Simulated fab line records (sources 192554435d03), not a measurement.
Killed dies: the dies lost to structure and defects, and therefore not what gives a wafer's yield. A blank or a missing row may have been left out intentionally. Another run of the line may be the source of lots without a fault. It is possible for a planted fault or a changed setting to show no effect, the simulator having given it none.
Struck lot and sound lot, side by side -- flow n5-finfet -- 19 out of 1938 route steps
Sound: the wafers L511.2, L511.5, L511.6. The struck wafers were L510.1, L510.3, L510.6. At the end, the cause is stated.
Each step with rows lists, per side, the tool, then ch with its chambers, then its first start. Under that, the readings that differ: sound wafers -- struck wafers -- difference of the means -- sigmas: that difference in standard deviations of wafers without a fault.
alike: a reading whose means differ by less than 2 such deviations, as well as words and numbers matching on both sides. not compared: withheld readings; readings where some wafer has no value; bounds like >300 that might hide an equal value; numbers whose values overlap and for which the record gives no deviation.
The two part at a step that has a row with sigmas, a row that says differs or no value, or rows on one side only. When numbers do not overlap yet have no deviation, they are printed without sigmas and do not part them. A reading missing from all wafers of one side parts the sides only when that side holds two or more wafers.

first, 8 steps without rows for these wafers: N5_BEOL_M10_DESCUM_16 (chemistry O2, time 7.9 s); N5_BEOL_M10_ETCH_61 (etches SiARC in CF4, target depth 39 nm, time 65 s); N5_BEOL_M10_ETCH_62 (etches SOC in N2/H2, target depth 110 nm, overetch 22 nm, time 165 s); N5_BEOL_M10_STRIP_68 (strips in N2/H2); N5_BEOL_M10_STRIP_67 (strips in CF4); N5_BEOL_M10_HM_OPEN_17 (chemistry Cl2/BCl3, target TiN, target depth 20 nm, overetch 6 nm); N5_BEOL_M10_STRIP_19 (strips in O2); N5_BEOL_M10_COAT_63 (time 60 s, resist thk 100 nm).
N5_BEOL_M10_COAT_64: time 60 s, resist thk 30 nm.
  sound on litho-track-02 ch 0, day 11 13:29; struck on litho-track-02 ch 0, day 11 13:44
reading,sound,struck,difference,sigmas
spin-speed-rpm (rpm),1498.4 1499.5 1496.7,1630.0 1629.4 1627.8,+130.9,+99 or more
model.SiARC_of_BEOL_M10_COAT_64.thk-nm (nm),30 29.8 30,28.8 28.8 28.8,-1.1,
  alike: heater-power-total-W, plate-temp-C
then, 7 steps without rows for these wafers: N5_BEOL_M10_COAT_22 (resist thk 90 nm); N5_BEOL_M10_EBR_24; N5_BEOL_M10_SOFTBAKE_23 (time 60 s); N5_BEOL_M10_EXPOSE_25 (exposes mask V9); N5_BEOL_M10_PEB_26 (peb time 60 s); N5_BEOL_M10_DEVELOP_27 (develop time 30 s); N5_BEOL_M10_DESCUM_33 (chemistry O2, time 7.9 s).
N5_BEOL_M10_ETCH_65: etches SiARC in CF4, target depth 39 nm, time 65 s.
  sound on rie-diel-03 ch 2,3, day 11 13:58; struck on rie-diel-03 ch 0,1,3, day 11 14:35
reading,sound,struck,difference,sigmas
model.etch.depth-nm (nm),29.98 29.9 29.99,28.79 28.8 28.7,-1.19,
model.CAR-ArF_of_BEOL_M10_COAT_22.thk-nm (nm),55.2 55.2 55.4,56.8 56.6 57.2,+1.6,
  alike: drypump-motor-current-A, etch-rf-on-time-s, oes-product-au, rf-vpp-V, showerhead-plenum-p-Torr, throttle-valve-pct
  not compared: rf-hours-counter-h
N5_BEOL_M10_ETCH_66: etches SOC in N2/H2, target depth 120 nm, overetch 24 nm, time 180 s.
  sound on rie-diel-03 ch 2,3, day 11 14:01; struck on rie-diel-03 ch 0,1,3, day 11 14:38
reading,sound,struck,difference,sigmas
model.SiARC_of_BEOL_M10_COAT_64.thk-nm (nm),22.4 22.6 22.6,21.2 21.2 21.6,-1.2,
  alike: drypump-motor-current-A, oes-product-au, rf-vpp-V, showerhead-plenum-p-Torr, throttle-valve-pct
  not compared: rf-hours-counter-h
then, 1 step without rows for these wafers: N5_BEOL_M10_STRIP_69 (strips in N2/H2).

== WHERE THEY PART ==
Only at N5_BEOL_M10_COAT_64, within this record. Later steps at which nothing parts them and some readings are alike: N5_BEOL_M10_ETCH_65, N5_BEOL_M10_ETCH_66.

WHY: whatever the simulator had introduced
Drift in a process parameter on litho-track-02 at N5_BEOL_M10_COAT_64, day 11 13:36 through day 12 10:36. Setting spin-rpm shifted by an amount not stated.
